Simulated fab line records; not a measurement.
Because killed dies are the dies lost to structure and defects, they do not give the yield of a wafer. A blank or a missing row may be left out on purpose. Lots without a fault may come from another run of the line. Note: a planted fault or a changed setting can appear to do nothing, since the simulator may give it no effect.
Which of the tools did it? || flow n5Finfet || 12 lots, 36 wafers sampled, at 4 steps of a route of 1938

== WHAT THE GAUGES SHOWED, per wafer ==
N5_BEOL_M9_CD_MEAS_18: pitch 140 nm, target cd 70 nm.
{"lot": "L613", "measured": "day 9 16:28", "on": "cdSem-02", "cdNm (nm)": "70.3 70.3 70.3"}
{"lot": "L614", "measured": "day 9 16:30", "on": "cdSem-01", "cdNm (nm)": "70.5 70.4 70.5"}
{"lot": "L615", "measured": "day 9 21:49", "on": "cdSem-03", "cdNm (nm)": "70.5 70.1 71.0"}
{"lot": "L617", "measured": "day 10 07:18", "on": "cdSem-01", "cdNm (nm)": "69.3 69.9 70.6"}
{"lot": "L619", "measured": "day 10 13:13", "on": "cdSem-03", "cdNm (nm)": "70.2 69.9 69.9"}
{"lot": "L618", "measured": "day 10 13:38", "on": "cdSem-02", "cdNm (nm)": "70.6 70.2 70.5"}
{"lot": "L620", "measured": "day 10 17:11", "on": "cdSem-02", "cdNm (nm)": "70.2 70.3 70.8"}
{"lot": "L621", "measured": "day 10 23:23", "on": "cdSem-03", "cdNm (nm)": "70.2 70.0 70.1"}
{"lot": "L623", "measured": "day 12 07:07", "on": "cdSem-03", "cdNm (nm)": "70.7 70.5 70.5"}
{"lot": "L628", "measured": "day 13 06:01", "on": "cdSem-03", "cdNm (nm)": "70.0 69.4 68.9"}
{"lot": "L629", "measured": "day 13 07:10", "on": "cdSem-03", "cdNm (nm)": "69.0 69.1 70.0"}
{"lot": "L635", "measured": "day 16 00:27", "on": "cdSem-02", "cdNm (nm)": "70.1 70.0 68.9"}

N5_BEOL_M9_THK_MEAS_53: measures by xrf.
{"lot": "L613", "measured": "day 9 21:31", "on": "filmMetro-02", "M9_THK (nm)": "139.9 135.5 136.6"}
{"lot": "L614", "measured": "day 9 21:57", "on": "filmMetro-01", "M9_THK (nm)": "137.3 134.4 135.4"}
{"lot": "L615", "measured": "day 10 01:22", "on": "filmMetro-01", "M9_THK (nm)": "138.1 137.0 140.1"}
{"lot": "L617", "measured": "day 10 10:38", "on": "filmMetro-01", "M9_THK (nm)": "138.3 137.8 137.1"}
{"lot": "L619", "measured": "day 10 20:05", "on": "filmMetro-02", "M9_THK (nm)": "141.8 136.8 138.6"}
{"lot": "L618", "measured": "day 10 19:01", "on": "filmMetro-02", "M9_THK (nm)": "139.0 132.6 134.6"}
{"lot": "L620", "measured": "day 10 22:39", "on": "filmMetro-01", "M9_THK (nm)": "137.9 140.9 140.0"}
{"lot": "L621", "measured": "day 11 04:52", "on": "filmMetro-02", "M9_THK (nm)": "139.4 137.6 136.4"}
{"lot": "L623", "measured": "day 12 11:46", "on": "filmMetro-02", "M9_THK (nm)": "140.4 139.3 135.0"}
{"lot": "L628", "measured": "day 13 11:26", "on": "filmMetro-02", "M9_THK (nm)": "135.4 141.5 134.8"}
{"lot": "L629", "measured": "day 13 11:42", "on": "filmMetro-01", "M9_THK (nm)": "140.7 139.9 134.4"}
{"lot": "L635", "measured": "day 16 04:43", "on": "filmMetro-01", "M9_THK (nm)": "138.4 139.0 137.5"}

== EACH LOT AND THE TOOL THAT RAN IT (in order: tool; ch and the chambers of the sampled wafers; start) ==
{"lot": "L613", "N5_BEOL_M9_PRE_CLEAN_45": "pvdSputter-02, day 9 19:09", "N5_BEOL_M9_CVD_78": "cvdCo-02 ch 0,1,2, day 9 20:17"}
{"lot": "L614", "N5_BEOL_M9_PRE_CLEAN_45": "pvdSputter-03, day 9 20:04", "N5_BEOL_M9_CVD_78": "cvdCo-01 ch 0,1,2, day 9 21:00"}
{"lot": "L615", "N5_BEOL_M9_PRE_CLEAN_45": "pvdSputter-01, day 9 23:30", "N5_BEOL_M9_CVD_78": "cvdCo-01 ch 0,2, day 10 00:08"}
{"lot": "L617", "N5_BEOL_M9_PRE_CLEAN_45": "pvdSputter-02, day 10 09:08", "N5_BEOL_M9_CVD_78": "cvdCo-01 ch 0,1,2, day 10 09:42"}
{"lot": "L619", "N5_BEOL_M9_PRE_CLEAN_45": "pvdSputter-02, day 10 18:15", "N5_BEOL_M9_CVD_78": "cvdCo-02 ch 1,2, day 10 18:47"}
{"lot": "L618", "N5_BEOL_M9_PRE_CLEAN_45": "pvdSputter-02, day 10 17:09", "N5_BEOL_M9_CVD_78": "cvdCo-02 ch 0,1,2, day 10 17:47"}
{"lot": "L620", "N5_BEOL_M9_PRE_CLEAN_45": "pvdSputter-02, day 10 19:21", "N5_BEOL_M9_CVD_78": "cvdCo-02 ch 0,1, day 10 21:31"}
{"lot": "L621", "N5_BEOL_M9_PRE_CLEAN_45": "pvdSputter-03, day 11 03:26", "N5_BEOL_M9_CVD_78": "cvdCo-01 ch 0,1, day 11 03:52"}
{"lot": "L623", "N5_BEOL_M9_PRE_CLEAN_45": "pvdSputter-01, day 12 09:24", "N5_BEOL_M9_CVD_78": "cvdCo-01 ch 0,1,2, day 12 10:49"}
{"lot": "L628", "N5_BEOL_M9_PRE_CLEAN_45": "pvdSputter-03, day 13 09:34", "N5_BEOL_M9_CVD_78": "cvdCo-01 ch 0,1, day 13 09:59"}
{"lot": "L629", "N5_BEOL_M9_PRE_CLEAN_45": "pvdSputter-02, day 13 09:44", "N5_BEOL_M9_CVD_78": "cvdCo-01 ch 0,2, day 13 10:18"}
{"lot": "L635", "N5_BEOL_M9_PRE_CLEAN_45": "pvdSputter-03, day 16 03:19", "N5_BEOL_M9_CVD_78": "cvdCo-02 ch 0,2, day 16 03:46"}
- N5_BEOL_M9_PRE_CLEAN_45: time 30 s.
- N5_BEOL_M9_CVD_78: deposits Co from CCTBA/H2, target thk 2 nm, time 138.9 s.

== AS READ BY THE TOOLS THEMSELVES (means over the sampled wafers that have a number; for cases with no such wafer, the mark the record gives instead) ==
N5_BEOL_M9_PRE_CLEAN_45.
{"lot": "L613", "tool": "pvdSputter-02", "heaterPowerW (W)": 343}
{"lot": "L614", "tool": "pvdSputter-03", "heaterPowerW (W)": 320}
{"lot": "L615", "tool": "pvdSputter-01", "heaterPowerW (W)": 310}
{"lot": "L617", "tool": "pvdSputter-02", "heaterPowerW (W)": 339}
{"lot": "L619", "tool": "pvdSputter-02", "heaterPowerW (W)": 351}
{"lot": "L618", "tool": "pvdSputter-02", "heaterPowerW (W)": 336}
{"lot": "L620", "tool": "pvdSputter-02", "heaterPowerW (W)": 338}
{"lot": "L621", "tool": "pvdSputter-03", "heaterPowerW (W)": 334}
{"lot": "L623", "tool": "pvdSputter-01", "heaterPowerW (W)": 322}
{"lot": "L628", "tool": "pvdSputter-03", "heaterPowerW (W)": 374}
{"lot": "L629", "tool": "pvdSputter-02", "heaterPowerW (W)": 337}
{"lot": "L635", "tool": "pvdSputter-03", "heaterPowerW (W)": 282}

N5_BEOL_M9_CVD_78.
{"lot": "L613", "tool": "cvdCo-02", "runLengthS (s)": 162.2}
{"lot": "L614", "tool": "cvdCo-01", "runLengthS (s)": 162.2}
{"lot": "L615", "tool": "cvdCo-01", "runLengthS (s)": 162.5}
{"lot": "L617", "tool": "cvdCo-01", "runLengthS (s)": 162.1}
{"lot": "L619", "tool": "cvdCo-02", "runLengthS (s)": 162.6}
{"lot": "L618", "tool": "cvdCo-02", "runLengthS (s)": 162.4}
{"lot": "L620", "tool": "cvdCo-02", "runLengthS (s)": 162.5}
{"lot": "L621", "tool": "cvdCo-01", "runLengthS (s)": 161.9}
{"lot": "L623", "tool": "cvdCo-01", "runLengthS (s)": 162.1}
{"lot": "L628", "tool": "cvdCo-01", "runLengthS (s)": 204.6}
{"lot": "L629", "tool": "cvdCo-01", "runLengthS (s)": 204.7}
{"lot": "L635", "tool": "cvdCo-02", "runLengthS (s)": 162.1}

== THE ANSWER, worked out from the rows above alone ==
Rule: usual is defined by the lots themselves. Put in order of their means at a reading, lots are off if they are a third of the lots or fewer, leave a main group of 4 or more, and stand apart from it by a gap of 3 or more times the standard deviation of the main group's means; of several such gaps the widest counts. A main group whose means are all the same, to the digits that the tables above print for the reading, isn't used. Also off: a lot with no number at a reading for which 4 or more lots have one. Any other lot the step has rows for is counted as sound. Order of review: gauges by route order, followed by the tools' own readings, for which a lot's mean as printed above is used. The first step at which some lot is off is used, and at that step the reading that is off furthest; a lot without a number counts as furthest.
Off at N5_BEOL_M9_CVD_78 (runLengthS): L628, L629. The main group has a mean of 162.3 s with a standard deviation of 0.22.
If a tool, at that step or one of the process steps before it, ran each lot that is off and ran no sound lot following the first of them, it fits. One fits: cvdCo-01 at N5_BEOL_M9_CVD_78. Its last sound lot is L623 (day 12 10:49), its first lot that is off L628 (day 13 09:59): a fault that began between those two fits.
On the lots that are off, the tool's own readings at N5_BEOL_M9_CVD_78 differ by more than 5 times the standard deviation of the sound lots' means, which bears it out; runLengthS reads 204.6 s there versus 162.3 s on the sound lots.

== WHAT THE SIMULATOR HAD PUT IN ==
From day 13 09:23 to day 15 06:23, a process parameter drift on cvdCo-01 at N5_BEOL_M9_CVD_78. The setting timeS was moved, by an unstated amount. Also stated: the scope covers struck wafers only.
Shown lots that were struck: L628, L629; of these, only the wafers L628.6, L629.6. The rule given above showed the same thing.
